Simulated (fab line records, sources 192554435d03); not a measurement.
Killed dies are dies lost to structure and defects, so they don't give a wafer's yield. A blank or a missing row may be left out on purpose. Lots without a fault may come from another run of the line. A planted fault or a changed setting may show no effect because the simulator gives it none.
fab line records | flow n5_finfet
record lots=7 wafers=21
route steps=1938 shown SD_EPI_N@269 SD_EPI_P@297 SD_ACTIVATION@330 SDB@348
start_h: hours from the record's first day to the start of the lot's first wafer shown | wait_h: hours since the lot's step before | " the same as in the row above | L1.1+2: a row that stands for several wafers | - no value, or no start given | * or withheld: withheld | < > ~ a bound
route shown NAME@n: a module of which the file shows steps, and the number in the route of the first | usual: mean/standard deviation of fault-free wafers | same: alike in all rows | chamber/n: place in a boat | sites: the reading at each site | _std_site: their standard deviation | _edge_site: outer sites' mean less inner sites' | radius_mm: how far each site lies from the wafer's centre | mask NAME#n: copy n | behind: the tool/chamber that last shaped the wafer | hold: why the lot was held/for how many hours/how that ended | device: the transistor (n, p or np) that didn't switch | end of line: the same wafers' tests at the end of the route | a step without rows: its recipe alone | killed: dies lost to structure and defects at the first sort, not the wafer's yield | map: a wafer's dies, x killed, . not, _ none there
set.NAME: the setting as run; set.NAME@STEP: as run at that earlier step | model.NAME: the simulator's own value behind a step, which no gauge read
lots whose settings were changed on purpose; a table a step, a row a wafer
## steps
# step N5_SD_EPI_N_DEVELOP_08
# recipe develop_time_s=30 developer=TMAH resist=CAR-ArF-block dev_temp_c=23 rinse_liquid=diw dry=air_spin
# columns lot.wafer tool chamber start_h wait_h set.develop_time_s
L074.1+4+5 litho_track-02 0 - - 30
L084.1 litho_track-05 0 - - 30
L084.2+5 " 0 " " 33.03
L086.2+6 litho_track-04 0 - - 30
L086.5 " 0 " " 32.67
L087.3+5+6 litho_track-05 0 - - 30
L089.2+4+6 litho_track-04 0 - - 30
L093.1+2 litho_track-02 0 - - 27.34
L093.4 " 0 " " 30
L094.3 litho_track-05 0 - - 27.87
L094.4+5 " 0 " " 30
# step N5_SD_EPI_N_CD_MEAS_09
# recipe target_cd_nm=120 landing_energy_ev=500 detector=se_inlens
# usual cd_nm=120.0/0.57
# columns lot.wafer tool chamber start_h wait_h set.dose_mj@SD_EPI_N_EXPOSE_06 cd_nm
L074.1 cd_sem-02 0 48.25 - 38.37 118.0
L074.4 " 0 " " 39.75 121.0
L074.5 " 0 " " 38.37 117.4
L084.1 cd_sem-02 0 116.06 - 41.27 123.0
L084.2 " 0 " " 39.75 121.2
L084.5 " 0 " " 41.27 123.7
L086.2 cd_sem-03 0 129.20 - 39.75 118.9
L086.5 " 0 " " 41.93 123.2
L086.6 " 0 " " 39.75 119.1
L087.3 cd_sem-02 0 133.50 - 39.75 120.6
L087.5 " 0 " " 39.75 120.7
L087.6 " 0 " " 39.75 121.5
L089.2 cd_sem-03 0 141.74 - 39.75 119.9
L089.4 " 0 " " 39.75 119.2
L089.6 " 0 " " 39.75 120.1
L093.1 cd_sem-03 0 163.88 - 39.75 119.4
L093.2 " 0 " " 39.75 119.1
L093.4 " 0 " " 39.75 119.6
L094.3 cd_sem-01 0 172.31 - 39.75 120.0
L094.4 " 0 " " 42.6 124.7
L094.5 " 0 " " 39.75 120.4
# step N5_SD_EPI_N_DESCUM_14
# recipe chemistry=O2 time_s=7.9 source_power_w=50 bias_power_w=20 pressure_mtorr=20 rf_frequency_hz=2.712e+07 temp_c=40 resist=CAR-ArF-block o2_flow_sccm=225
# columns lot.wafer tool chamber start_h wait_h set.dose_mj@SD_EPI_N_EXPOSE_06 model.SD_EPI_N.cd_nm
L074.1 rie_diel-01 1 48.62 0.3 38.37 117.8
L074.4 " 2 " " 39.75 121
L074.5 " 3 " " 38.37 117.4
L084.1 rie_diel-03 3 116.31 0.2 41.27 123
L084.2 " 0 " " 39.75 121.6
L084.5 " 0 " " 41.27 123.8
L086.2+6 rie_diel-01 1,0 129.51 0.3 39.75 119.2
L086.5 " 1 " " 41.93 123.2
L087.3 rie_diel-01 0 133.62 0.1 39.75 120.8
L087.5 " 3 " " 39.75 121
L087.6 " 1 " " 39.75 121.2
L089.2 rie_diel-03 3 141.90 0.1 39.75 119.8
L089.4 " 1 " " 39.75 119.4
L089.6 " 1 " " 39.75 120.2
L093.1 rie_diel-05 0 163.97 0.0 39.75 119.4
L093.2 " 3 " " 39.75 119.2
L093.4 " 1 " " 39.75 119.6
L094.3 rie_diel-03 2 172.43 0.1 39.75 119.6
L094.4 " 0 " " 42.6 124.8
L094.5 " 1 " " 39.75 120.6
# step N5_SD_EPI_N_ETCH_34
# recipe chemistry=CF4 target=SiARC target_depth_a=455 mask_material=CAR-ArF-block time_s=75.8 ion_energy_ev=80 pressure_mtorr=40 source_w=545 bias_w=36 Ar_flow_sccm=100 cf4_flow_sccm=100 ends=cleared
# columns lot.wafer tool chamber start_h wait_h set.dose_mj@SD_EPI_N_EXPOSE_06 model.SD_EPI_N.cd_nm
L074.1 rie_diel-01 1 48.65 0.0 38.37 118
L074.4 " 2 " " 39.75 121
L074.5 " 3 " " 38.37 117.4
L084.1 rie_diel-03 3 116.34 0.0 41.27 123
L084.2 " 0 " " 39.75 121.6
L084.5 " 0 " " 41.27 123.8
L086.2 rie_diel-01 1 129.54 0.0 39.75 119.4
L086.5 " 1 " " 41.93 123.2
L086.6 " 0 " " 39.75 119.2
L087.3 rie_diel-01 0 133.66 0.0 39.75 120.8
L087.5 " 3 " " 39.75 121
L087.6 " 1 " " 39.75 121.2
L089.2 rie_diel-03 3 141.94 0.0 39.75 120
L089.4 " 1 " " 39.75 119.6
L089.6 " 1 " " 39.75 120.4
L093.1+2 rie_diel-05 0,3 164.00 0.0 39.75 119.4
L093.4 " 1 " " 39.75 119.8
L094.3 rie_diel-03 2 172.46 0.0 39.75 119.6
L094.4 " 0 " " 42.6 124.8
L094.5 " 1 " " 39.75 120.8
# step N5_SD_EPI_N_ETCH_35
# recipe chemistry=N2/H2 target=SOC overetch_a=1080 mask_material=SiARC temp_c=40 ion_energy_ev=100 source_w=3000 bias_w=133 pressure_mtorr=20 time_s=486 n2_flow_sccm=200 h2_flow_sccm=200
# columns lot.wafer tool chamber start_h wait_h set.dose_mj@SD_EPI_N_EXPOSE_06 model.SD_EPI_N.cd_nm
L074.1 rie_diel-01 1 48.71 0.0 38.37 118.8
L074.4 " 2 " " 39.75 122.4
L074.5 " 3 " " 38.37 118.6
L084.1 rie_diel-03 3 116.40 0.0 41.27 123
L084.2 " 0 " " 39.75 121.8
L084.5 " 0 " " 41.27 124.2
L086.2 rie_diel-01 1 129.60 0.0 39.75 118.8
L086.5 " 1 " " 41.93 122.8
L086.6 " 0 " " 39.75 119.6
L087.3 rie_diel-01 0 133.71 0.0 39.75 120.4
L087.5 " 3 " " 39.75 122.4
L087.6 " 1 " " 39.75 121
L089.2 rie_diel-03 3 142.00 0.0 39.75 119.4
L089.4 " 1 " " 39.75 118.6
L089.6 " 1 " " 39.75 118.8
L093.1 rie_diel-05 0 164.06 0.0 39.75 119.4
L093.2 " 3 " " 39.75 119
L093.4 " 1 " " 39.75 119.8
L094.3 rie_diel-03 2 172.52 0.0 39.75 119.8
L094.4 " 0 " " 42.6 124.8
L094.5 " 1 " " 39.75 120.2
# step N5_SD_EPI_N_EPI_21
# recipe material=Si:P dopant=P temp_c=680 pressure_torr=255 time_s=690
# columns lot.wafer tool chamber start_h wait_h set.temp_c model.Si-P_of_SD_EPI_N_EPI_21.thk_nm
L074.1+4 epi_rpcvd-04 0 50.33 0.1 680 58.6
L074.5 " 0 51.45 1.1 680 58.4
L084.1 epi_rpcvd-02 0 117.99 0.1 680 59.2
L084.2 " 0 " " 680 59.8
L084.5 " 0 " " 676.3 56.2
L086.2 epi_rpcvd-04 0 131.46 0.4 680 58.6
L086.5 " 0 " " 684.5 63.6
L086.6 " 0 " " 684.5 63.4
L087.3 epi_rpcvd-03 0 135.86 0.7 676.1 55.8
L087.5+6 " 0 " " 676.1 56.2
L089.2 epi_rpcvd-04 0 143.86 0.4 680 58.6
L089.4 " 0 " " 680 58.8
L089.6 " 0 " " 680 59.2
L093.1+4 epi_rpcvd-03 0 165.64 0.1 675.1 54.4
L093.2 " 0 " " 680 58.6
L094.3 epi_rpcvd-04 0 175.03 0.9 681.8 60.8
L094.4 " 0 " " 680 58.4
L094.5 " 0 " " 680 58.6
# step N5_SD_EPI_N_EPI_MEAS_23
# recipe mode=xrd
# usual thk_nm=59.3/1.3
# columns lot.wafer tool chamber start_h wait_h set.temp_c@SD_EPI_N_EPI_21 thk_nm
L074.1 film_metro-02 - 52.06 1.5 680 58.2
L074.4 " - " " 680 57.8
L074.5 " - " " 680 58.3
L084.1 film_metro-01 - 119.70 1.4 680 60.4
L084.2 " - " " 680 60.9
L084.5 " - " " 676.3 54.9
L086.2 film_metro-02 - 132.92 1.2 680 58.5
L086.5 " - " " 684.5 63.9
L086.6 " - " " 684.5 64.5
L087.3 film_metro-02 - 137.02 0.9 676.1 55.5
L087.5 " - " " 676.1 54.3
L087.6 " - " " 676.1 54.8
L089.2 film_metro-01 - 145.30 1.2 680 58.1
L089.4 " - " " 680 58.2
L089.6 " - " " 680 59.9
L093.1 film_metro-02 - 167.36 1.4 675.1 54.1
L093.2 " - " " 680 59.5
L093.4 " - " " 675.1 52.9
L094.3 film_metro-01 - 176.56 1.2 681.8 62.0
L094.4 " - " " 680 57.6
L094.5 " - " " 680 59.7
# step N5_SD_EPI_P_COAT_03
# recipe resist=CAR-ArF-block spin_rpm=1500 resist_thk_nm=150
# columns lot.wafer tool chamber start_h wait_h set.spin_rpm model.CAR-ArF-block_of_SD_EPI_P_COAT_03.thk_nm
L074.1 litho_track-03 0 - - 1500 150.6
L074.4 " 0 " " 1639 143.6
L074.5 " 0 " " 1500 150.2
L084.1 litho_track-05 0 - - 1500 150
L084.2 " 0 " " 1500 149.4
L084.5 " 0 " " 1500 149.8
L086.2 litho_track-03 0 - - 1500 149.8
L086.5 " 0 " " 1500 150.2
L086.6 " 0 " " 1544 147.8
L087.3 litho_track-05 0 - - 1500 149.4
L087.5 " 0 " " 1500 149.8
L087.6 " 0 " " 1368 156.4
L089.2+6 litho_track-03 0 - - 1500 149.8
L089.4 " 0 " " 1500 150
L093.1+2 litho_track-03 0 - - 1500 149.8
L093.4 " 0 " " 1500 150
L094.3 litho_track-03 0 - - 1500 150.4
L094.4 " 0 " " 1500 150
L094.5 " 0 " " 1635 144.2
# step N5_SD_EPI_P_EBR_05
# recipe solvent=PGMEA ebr_width_mm=1.5
# step N5_SD_EPI_P_SOFTBAKE_04
# recipe temp_c=110 time_s=60 resist=CAR-ArF-block
# step N5_SD_EPI_P_DESCUM_14
# recipe chemistry=O2 time_s=7.9 source_power_w=50 bias_power_w=20 pressure_mtorr=20 rf_frequency_hz=2.712e+07 temp_c=40 resist=CAR-ArF-block o2_flow_sccm=225
# columns lot.wafer tool chamber start_h wait_h set.spin_rpm@SD_EPI_P_COAT_03 model.CAR-ArF-block_of_SD_EPI_P_COAT_03.thk_nm
L074.1 rie_diel-04 0 53.13 0.0 1500 144
L074.4 " 0 " " 1639 137
L074.5 " 1 " " 1500 143.6
L084.1 rie_diel-04 0 120.73 0.0 1500 143.4
L084.2 " 3 " " 1500 142.8
L084.5 " 1 " " 1500 143.2
L086.2 rie_diel-02 0 133.96 0.0 1500 143.4
L086.5 " 0 " " 1500 143.6
L086.6 " 1 " " 1544 141.2
L087.3 rie_diel-02 3 137.99 0.0 1500 142.8
L087.5 " 3 " " 1500 143.4
L087.6 " 2 " " 1368 149.8
L089.2+6 rie_diel-04 0,3 146.61 0.0 1500 143.2
L089.4 " 0 " " 1500 143.4
L093.1+2 rie_diel-06 2,3 168.55 0.0 1500 143.2
L093.4 " 0 " " 1500 143.4
L094.3 rie_diel-02 3 177.69 0.1 1500 143.8
L094.4 " 1 " " 1500 143.4
L094.5 " 0 " " 1635 137.8
# step N5_SD_EPI_P_ETCH_36
# recipe chemistry=CF4 target=SiARC target_depth_a=455 mask_material=CAR-ArF-block time_s=75.8 ion_energy_ev=80 pressure_mtorr=40 source_w=545 bias_w=36 Ar_flow_sccm=100 cf4_flow_sccm=100 ends=cleared
# step N5_SD_EPI_P_ETCH_37
# recipe chemistry=N2/H2 target=SOC overetch_a=1080 mask_material=SiARC temp_c=40 ion_energy_ev=100 source_w=3000 bias_w=133 pressure_mtorr=20 time_s=486 n2_flow_sccm=200 h2_flow_sccm=200 ends=end_point
# step N5_SD_EPI_P_EPI_21
# recipe material=SiGe:B dopant=B temp_c=550 pressure_torr=20 ambient=H2 time_s=355
# step N5_SD_EPI_P_HM_STRIP_48
# recipe chemistry=H3PO4 temp_c=160 material=SiNx target=SiNx target_depth_a=30 overetch_fraction=0.3
# columns lot.wafer tool chamber start_h wait_h set.temp_c@SD_EPI_N_EPI_21 model.Si-P_of_SD_EPI_N_EPI_21.thk_nm
L074.1+5 wet_bench-01 3,6 56.71 0.0 680 57.8
L074.4 " 1 " " 680 58
L084.1 wet_bench-06 2 124.31 0.0 680 58.6
L084.2 " 0 " " 680 59.2
L084.5 " 7 " " 676.3 55.6
L086.2 wet_bench-06 4 137.54 0.0 680 57.8
L086.5 " 5 " " 684.5 62.8
L086.6 " 3 " " 684.5 62.6
L087.3 wet_bench-01 2 142.42 0.0 676.1 55.2
L087.5 " 5 " " 676.1 55.6
L087.6 " 6 " " 676.1 55.4
L089.2 wet_bench-06 4 150.19 0.0 680 58
L089.4 " 5 " " 680 58.2
L089.6 " 1 " " 680 58.6
L093.1 wet_bench-05 0 174.09 0.0 675.1 53.8
L093.2 " 2 " " 680 58
L093.4 " 3 " " 675.1 53.6
L094.3 wet_bench-01 6 182.19 0.0 681.8 60
L094.4+5 " 1,3 " " 680 57.8
# step N5_SD_EPI_P_SRD_49
# recipe dry=ipa_marangoni time_s=30 temp_c=23 rinse_liquid=diw
# step N5_SD_EPI_P_PRECLEAN_24
# recipe chemistry=O3/DIW time_s=45 temp_c=22 o3_ppm=10
# columns lot.wafer tool chamber start_h wait_h set.temp_c@SD_EPI_N_EPI_21 model.Si-P_of_SD_EPI_N_EPI_21.thk_nm
L074.1+4 wet_bench-01 3,1 56.78 0.0 680 57.8
L074.5 " 6 " " 680 57.6
L084.1 wet_bench-06 2 124.38 0.0 680 58.4
L084.2 " 0 " " 680 59
L084.5 " 7 " " 676.3 55.4
L086.2 wet_bench-06 4 137.61 0.0 680 57.8
L086.5 " 5 " " 684.5 62.6
L086.6 " 3 " " 684.5 62.4
L087.3 wet_bench-01 2 142.49 0.0 676.1 55
L087.5+6 " 5,6 " " 676.1 55.4
L089.2 wet_bench-06 4 150.26 0.0 680 57.8
L089.4 " 5 " " 680 58
L089.6 " 1 " " 680 58.4
L093.1 wet_bench-05 0 174.16 0.0 675.1 53.8
L093.2 " 2 " " 680 57.8
L093.4 " 3 " " 675.1 53.6
L094.3 wet_bench-01 6 182.26 0.0 681.8 60
L094.4 " 1 " " 680 57.6
L094.5 " 3 " " 680 57.8
# step N5_SD_EPI_P_PRECLEAN_32
# recipe chemistry=dHF time_s=10 dilution=500:1 temp_c=25
# step N5_SD_EPI_P_PRECLEAN_33
# recipe chemistry=SC2 time_s=45 temp_c=35 mix=1:1:50
# step N5_SD_ACTIVATION_RTA_00
# recipe temp_c=975 time_s=0 ambient=N2 idle_temp_c=600 ramp_up_c_per_s=150 ramp_down_c_per_s=60 cool_to_c=600
# step N5_SD_ACTIVATION_LSA_01
# recipe temp_c=1080 time_s=0.0008 ambient=N2
# step N5_SD_ACTIVATION_RS_MEAS_03
# recipe thk_meas_gauge=four-point-probe
# usual RS_SD_N=21.76/0.28 RS_SD_P=55.8/0.72
# columns lot.wafer tool chamber start_h wait_h set.temp_c@SD_EPI_N_EPI_21 RS_SD_N[ohm/sq] RS_SD_P[ohm/sq]
L074.1 film_metro-01 - 57.27 0.2 680 22.12 56.0
L074.4 " - " " 680 22.01 56.3
L074.5 " - " " 680 22.15 56.2
L084.1 film_metro-01 - 124.87 0.2 680 21.76 56.2
L084.2 " - " " 680 21.55 56.1
L084.5 " - " " 676.3 22.94 56.9
L086.2 film_metro-02 - 138.14 0.2 680 21.91 54.1
L086.5 " - " " 684.5 20.44 55.4
L086.6 " - " " 684.5 20.45 55.6
L087.3 film_metro-02 - 143.05 0.2 676.1 23.14 55.9
L087.5 " - " " 676.1 22.78 55.6
L087.6 " - " " 676.1 22.92 55.7
L089.2 film_metro-02 - 150.78 0.2 680 22.10 55.8
L089.4 " - " " 680 21.88 56.5
L089.6 " - " " 680 21.69 56.7
L093.1 film_metro-02 - 174.66 0.2 675.1 23.39 55.3
L093.2 " - " " 680 21.89 55.2
L093.4 " - " " 675.1 23.37 55.7
L094.3 film_metro-02 - 182.81 0.2 681.8 21.19 56.1
L094.4 " - " " 680 22.10 56.5
L094.5 " - " " 680 22.22 55.8
# step N5_SDB_COAT_03
# recipe resist=SOC temp_c=250 time_s=60 spin_rpm=1500 resist_thk_nm=100
# columns lot.wafer tool chamber start_h wait_h set.spin_rpm model.SOC_of_SDB_COAT_03.thk_nm
L074.1 litho_track-04 0 64.53 0.1 1660 94.8
L074.4 " 0 " " 1660 95
L074.5 " 0 " " 1500 100
L084.1 litho_track-02 0 132.19 0.1 1575 97.4
L084.2 " 0 " " 1500 99.4
L084.5 " 0 " " 1575 97.2
L086.2+6 litho_track-03 0 145.38 0.1 1500 99.8
L086.5 " 0 " " 1664 94.8
L087.3 litho_track-02 0 150.47 0.1 1500 99.8
L087.5 " 0 " " 1364 104.8
L087.6 " 0 " " 1500 99.4
L089.2 litho_track-04 0 158.52 0.1 1500 99.6
L089.4 " 0 " " 1500 99.8
L089.6 " 0 " " 1500 99.4
L093.1 litho_track-02 0 181.45 0.1 1500 99.6
L093.2 " 0 " " 1500 100
L093.4 " 0 " " 1431 102
L094.3+5 litho_track-02 0 189.90 0.1 1500 99.8
L094.4 " 0 " " 1549 98.2
## key
split step=N5_SD_EPI_N_DEVELOP_08 setting=develop_time_s stated=30 by=wafer
response none clear
split step=N5_SD_EPI_N_EPI_21 setting=temp_c stated=680 by=wafer
response step=N5_SD_EPI_N_EPI_21 reading=model.Si-P_of_SD_EPI_N_EPI_21.thk_nm change=+6.55 per=1% r=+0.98
response step=N5_SD_EPI_N_EPI_MEAS_23 reading=thk_nm change=* per=1% r=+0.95
response step=N5_SD_EPI_P_HM_STRIP_48 reading=model.Si-P_of_SD_EPI_N_EPI_21.thk_nm change=+6.59 per=1% r=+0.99
response step=N5_SD_EPI_P_PRECLEAN_24 reading=model.Si-P_of_SD_EPI_N_EPI_21.thk_nm change=+6.4 per=1% r=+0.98
response step=N5_SD_ACTIVATION_RS_MEAS_03 reading=RS_SD_N change=-2.27 per=1% r=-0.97
split step=N5_SD_EPI_P_COAT_03 setting=spin_rpm stated=1500 by=wafer
response step=N5_SD_EPI_P_COAT_03 reading=model.CAR-ArF-block_of_SD_EPI_P_COAT_03.thk_nm change=-0.725 per=1% r=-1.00
response step=N5_SD_EPI_P_DESCUM_14 reading=model.CAR-ArF-block_of_SD_EPI_P_COAT_03.thk_nm change=-0.715 per=1% r=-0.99
split step=N5_SDB_COAT_03 setting=spin_rpm stated=1500 by=wafer
response step=N5_SDB_COAT_03 reading=model.SOC_of_SDB_COAT_03.thk_nm change=-0.489 per=1% r=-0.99
split outside_this_file step=N5_SD_EPI_N_EXPOSE_06 setting=dose_mj
# split outside_this_file: this setting was split too, and the file shows its column; the key of that split is in another file
